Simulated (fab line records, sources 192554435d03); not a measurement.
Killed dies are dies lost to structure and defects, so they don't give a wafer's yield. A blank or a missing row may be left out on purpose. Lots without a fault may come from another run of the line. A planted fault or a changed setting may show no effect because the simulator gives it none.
Chamber matching | flow n5_finfet | N5_BEOL_M1_ETCH_74 on rie_diel-05: 4 sister chambers
The step etches underlayer in N2/H2, target depth 6.5 nm, time 5.2 s. 7 wafers are shown with their chamber, then 7 later ones without.

WAFERS WITH THEIR CHAMBER
wafer  | chamber | drypump_motor_current_A (A) | showerhead_plenum_p_Torr (Torr)
L074.5 | 3       | 6.03                        | 2.61
L083.3 | 0       | 5.47                        | 2.62
L085.3 | 2       | 5.32                        | 2.49
L089.1 | 3       | 5.98                        | 2.60
L089.6 | 1       | 5.75                        | 2.64
L093.1 | 1       | 5.76                        | 2.64
L093.2 | 2       | 5.34                        | 2.48

WAFERS WITHOUT THEIR CHAMBER
wafer  | drypump_motor_current_A (A) | showerhead_plenum_p_Torr (Torr)
L093.5 | 5.75                        | 2.64
L096.3 | 5.98                        | 2.59
L096.5 | 5.97                        | 2.59
L096.6 | 5.54                        | 2.61
L097.2 | 5.77                        | 2.64
L097.3 | 5.53                        | 2.61
L097.5 | 5.75                        | 2.64

WHICH CHAMBER EACH WENT THROUGH
wafer  | from the rows above | in truth
L093.5 | 1                   | 1
L096.3 | 3                   | 3
L096.5 | 3                   | 3
L096.6 | 0                   | 0
L097.2 | 1                   | 1
L097.3 | 0                   | 0
L097.5 | 1                   | 1
Placed correctly: 7 of 7. Can't be placed from these rows: 0. Placed wrongly: 0.
How it was worked out, from the rows above alone: a wafer's distance from a chamber is the root of the sum, over the readings, of the square of ((its reading less the chamber's mean) divided by the reading's scatter). The wafer belongs to the nearest chamber; if the next one is less than 2 further off, it can't be placed. A chamber's mean is the mean of its shown wafers. The scatter: the root of (the sum of the squares of (reading less its chamber's mean) over the shown wafers, divided by (wafers less chambers)).
